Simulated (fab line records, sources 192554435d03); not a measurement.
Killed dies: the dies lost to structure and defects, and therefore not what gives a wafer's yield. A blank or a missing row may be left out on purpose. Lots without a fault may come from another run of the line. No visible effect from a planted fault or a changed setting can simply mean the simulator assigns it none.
Which tool was responsible? :: flow n5 finfet :: 35 wafers from 12 lots sampled at 4 of the route's 1938 steps

== WHAT THE GAUGES SHOWED, per wafer ==
The record lacks any reading of a measuring or inspecting step that a usual standard deviation could be used to judge.

== TOOL THAT RAN EACH LOT (tool first, then ch and the chambers of the sampled wafers, then the start) ==
lot: L813
N5_BEOL_M7_SURFACE_TREAT_79: pvd sputter-02, day 8 19:10
N5_BEOL_M7_SPUTTER_48: pvd sputter-02, day 8 19:24
N5_BEOL_M8_PECVD_70: pecvd-04 ch 0,1, day 8 21:34
N5_BEOL_M8_HM_DEP_02: pvd sputter-01, day 8 22:14

lot: L814
N5_BEOL_M7_SURFACE_TREAT_79: pvd sputter-03, day 9 01:30
N5_BEOL_M7_SPUTTER_48: pvd sputter-02, day 9 01:45
N5_BEOL_M8_PECVD_70: pecvd-01 ch 1,2, day 9 03:55
N5_BEOL_M8_HM_DEP_02: pvd sputter-03, day 9 05:36

lot: L816
N5_BEOL_M7_SURFACE_TREAT_79: pvd sputter-01, day 9 10:14
N5_BEOL_M7_SPUTTER_48: pvd sputter-01, day 9 10:29
N5_BEOL_M8_PECVD_70: pecvd-02 ch 0,1, day 9 12:48
N5_BEOL_M8_HM_DEP_02: pvd sputter-02, day 9 13:23

lot: L819
N5_BEOL_M7_SURFACE_TREAT_79: pvd sputter-03, day 9 22:22
N5_BEOL_M7_SPUTTER_48: pvd sputter-01, day 9 22:37
N5_BEOL_M8_PECVD_70: pecvd-01 ch 0,2, day 10 00:29
N5_BEOL_M8_HM_DEP_02: pvd sputter-02, day 10 00:55

lot: L820
N5_BEOL_M7_SURFACE_TREAT_79: pvd sputter-01, day 10 23:39
N5_BEOL_M7_SPUTTER_48: pvd sputter-01, day 10 23:55
N5_BEOL_M8_PECVD_70: pecvd-04 ch 0,1, day 11 02:12
N5_BEOL_M8_HM_DEP_02: pvd sputter-03, day 11 04:04

lot: L823
N5_BEOL_M7_SURFACE_TREAT_79: pvd sputter-01, day 11 17:37
N5_BEOL_M7_SPUTTER_48: pvd sputter-03, day 11 17:49
N5_BEOL_M8_PECVD_70: pecvd-02 ch 0,1,2, day 11 19:38
N5_BEOL_M8_HM_DEP_02: pvd sputter-02, day 11 20:53

lot: L824
N5_BEOL_M7_SURFACE_TREAT_79: pvd sputter-02, day 11 18:23
N5_BEOL_M7_SPUTTER_48: pvd sputter-03, day 11 19:54
N5_BEOL_M8_PECVD_70: pecvd-02 ch 0,2, day 11 21:58
N5_BEOL_M8_HM_DEP_02: pvd sputter-03, day 11 22:24

lot: L826
N5_BEOL_M7_SURFACE_TREAT_79: pvd sputter-02, day 12 06:31
N5_BEOL_M7_SPUTTER_48: pvd sputter-03, day 12 08:14
N5_BEOL_M8_PECVD_70: pecvd-02 ch 0,2, day 12 10:07
N5_BEOL_M8_HM_DEP_02: pvd sputter-02, day 12 11:50

lot: L829
N5_BEOL_M7_SURFACE_TREAT_79: pvd sputter-02, day 13 00:13
N5_BEOL_M7_SPUTTER_48: pvd sputter-03, day 13 00:25
N5_BEOL_M8_PECVD_70: pecvd-04 ch 0,2, day 13 02:01
N5_BEOL_M8_HM_DEP_02: pvd sputter-01, day 13 04:19

lot: L831
N5_BEOL_M7_SURFACE_TREAT_79: pvd sputter-01, day 13 18:32
N5_BEOL_M7_SPUTTER_48: pvd sputter-03, day 13 18:44
N5_BEOL_M8_PECVD_70: pecvd-04 ch 0,2, day 13 20:26
N5_BEOL_M8_HM_DEP_02: pvd sputter-03, day 13 22:10

lot: L835
N5_BEOL_M7_SURFACE_TREAT_79: pvd sputter-01, day 14 19:04
N5_BEOL_M7_SPUTTER_48: pvd sputter-01, day 14 19:31
N5_BEOL_M8_PECVD_70: pecvd-01 ch 0,2, day 14 21:09
N5_BEOL_M8_HM_DEP_02: pvd sputter-01, day 14 22:52

lot: L836
N5_BEOL_M7_SURFACE_TREAT_79: pvd sputter-02, day 14 19:55
N5_BEOL_M7_SPUTTER_48: pvd sputter-02, day 14 20:10
N5_BEOL_M8_PECVD_70: pecvd-01 ch 0,2, day 14 21:51
N5_BEOL_M8_HM_DEP_02: pvd sputter-01, day 14 23:07
- N5_BEOL_M7_SURFACE_TREAT_79
- N5_BEOL_M7_SPUTTER_48: material Cu, target thk 10 nm, time 1.667 s.
- N5_BEOL_M8_PECVD_70: deposits SiO2 from TEOS/O2, target thk 20 nm, time 22.7 s.
- N5_BEOL_M8_HM_DEP_02: deposits TiN, target thk 20 nm.

== AS READ BY THE TOOLS THEMSELVES (means over the sampled wafers that have a number; for cases with no such wafer, the mark the record gives instead) ==
N5_BEOL_M7_SPUTTER_48. Usual: cathode dc power W 25999 W, standard deviation 4.6; throttle valve pct 30.1 %, standard deviation 0.98.
lot: L813
tool: pvd sputter-02
cathode dc power W (W): 25998
throttle valve pct (%): 30.9
flag: 

lot: L814
tool: pvd sputter-02
cathode dc power W (W): 26000
throttle valve pct (%): 30.6
flag: 

lot: L816
tool: pvd sputter-01
cathode dc power W (W): 26000
throttle valve pct (%): 29.9
flag: 

lot: L819
tool: pvd sputter-01
cathode dc power W (W): 25997
throttle valve pct (%): 29.9
flag: 

lot: L820
tool: pvd sputter-01
cathode dc power W (W): 26000
throttle valve pct (%): 30.6
flag: 

lot: L823
tool: pvd sputter-03
cathode dc power W (W): 25999
throttle valve pct (%): 29.9
flag: 

lot: L824
tool: pvd sputter-03
cathode dc power W (W): 25998
throttle valve pct (%): 30.1
flag: 

lot: L826
tool: pvd sputter-03
cathode dc power W (W): 26002
throttle valve pct (%): 29.6
flag: 

lot: L829
tool: pvd sputter-03
cathode dc power W (W): 24963
throttle valve pct (%): 28.8
flag: OFF

lot: L831
tool: pvd sputter-03
cathode dc power W (W): 24971
throttle valve pct (%): 29.7
flag: OFF

lot: L835
tool: pvd sputter-01
cathode dc power W (W): 26001
throttle valve pct (%): 30.1
flag: 

lot: L836
tool: pvd sputter-02
cathode dc power W (W): 25994
throttle valve pct (%): 29.8
flag: 

N5_BEOL_M8_PECVD_70. Usual: heater power w 730 W, standard deviation 110; showerhead plenum p Torr 8.77 Torr, standard deviation 0.035; throttle valve pct 22.1 %, standard deviation 1.2.
lot: L813
tool: pecvd-04
heater power w (W): 774
showerhead plenum p Torr (Torr): 8.76
throttle valve pct (%): 21.6
flag: 

lot: L814
tool: pecvd-01
heater power w (W): 665
showerhead plenum p Torr (Torr): 8.78
throttle valve pct (%): 21.4
flag: 

lot: L816
tool: pecvd-02
heater power w (W): 734
showerhead plenum p Torr (Torr): 8.79
throttle valve pct (%): 24.7
flag: 

lot: L819
tool: pecvd-01
heater power w (W): 781
showerhead plenum p Torr (Torr): 8.77
throttle valve pct (%): 22.2
flag: 

lot: L820
tool: pecvd-04
heater power w (W): 780
showerhead plenum p Torr (Torr): 8.75
throttle valve pct (%): 21.5
flag: 

lot: L823
tool: pecvd-02
heater power w (W): 750
showerhead plenum p Torr (Torr): 8.79
throttle valve pct (%): 24.0
flag: 

lot: L824
tool: pecvd-02
heater power w (W): 788
showerhead plenum p Torr (Torr): 8.78
throttle valve pct (%): 24.2
flag: 

lot: L826
tool: pecvd-02
heater power w (W): 724
showerhead plenum p Torr (Torr): 8.80
throttle valve pct (%): 24.2
flag: 

lot: L829
tool: pecvd-04
heater power w (W): 859
showerhead plenum p Torr (Torr): 8.78
throttle valve pct (%): 21.0
flag: 

lot: L831
tool: pecvd-04
heater power w (W): 796
showerhead plenum p Torr (Torr): 8.79
throttle valve pct (%): 20.9
flag: 

lot: L835
tool: pecvd-01
heater power w (W): 789
showerhead plenum p Torr (Torr): 8.76
throttle valve pct (%): 22.6
flag: 

lot: L836
tool: pecvd-01
heater power w (W): 750
showerhead plenum p Torr (Torr): 8.77
throttle valve pct (%): 22.4
flag: 

N5_BEOL_M8_HM_DEP_02. Usual: 30.0 % for throttle valve pct, sd 0.99.
lot: L813
tool: pvd sputter-01
throttle valve pct (%): 29.9
flag: 

lot: L814
tool: pvd sputter-03
throttle valve pct (%): 30.3
flag: 

lot: L816
tool: pvd sputter-02
throttle valve pct (%): 30.5
flag: 

lot: L819
tool: pvd sputter-02
throttle valve pct (%): 31.1
flag: 

lot: L820
tool: pvd sputter-03
throttle valve pct (%): 29.7
flag: 

lot: L823
tool: pvd sputter-02
throttle valve pct (%): 30.4
flag: 

lot: L824
tool: pvd sputter-03
throttle valve pct (%): 29.4
flag: 

lot: L826
tool: pvd sputter-02
throttle valve pct (%): 31.4
flag: 

lot: L829
tool: pvd sputter-01
throttle valve pct (%): 29.8
flag: 

lot: L831
tool: pvd sputter-03
throttle valve pct (%): 30.0
flag: 

lot: L835
tool: pvd sputter-01
throttle valve pct (%): 30.0
flag: 

lot: L836
tool: pvd sputter-01
throttle valve pct (%): 29.9
flag: 

== THE ANSWER, worked out from the rows above alone ==
Rule: take the mean of a lot's wafers that have a number; if it is more than 3 standard deviations from the usual mean, the lot is off. A lot without any number at a reading at which 4 lots or more have one is off too. Where the step has rows for the other lots, those lots are counted as sound. The gauges are gone through in route order, then the tools' own readings, and for those a lot's mean is taken as printed above. At the first step where some lot is off, the reading lying furthest off is the one used; lots without a number count as furthest.
Off: L829, L831 (N5_BEOL_M7_SPUTTER_48, cathode dc power W).
A tool fits if, at that step or a process step before it, it ran every lot that is off, and no sound lot after the first of them. One fits: pvd sputter-03 at N5_BEOL_M7_SPUTTER_48. Its last sound lot is L826 (day 12 08:14), its first lot that is off L829 (day 13 00:25): a fault that began between those two fits.
The tool's own readings at N5_BEOL_M7_SPUTTER_48 bear it out: on the lots that are off they differ by more than 5 times the standard deviation of the sound lots' means. cathode dc power W reads 24967 W there against 25999 W on the sound lots.

== WHAT THE SIMULATOR PUT IN ==
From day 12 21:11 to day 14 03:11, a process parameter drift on pvd sputter-03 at N5_BEOL_M7_SPUTTER_48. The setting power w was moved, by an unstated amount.
Shown lots that were struck: L829, L831. The rule above reached the same finding.
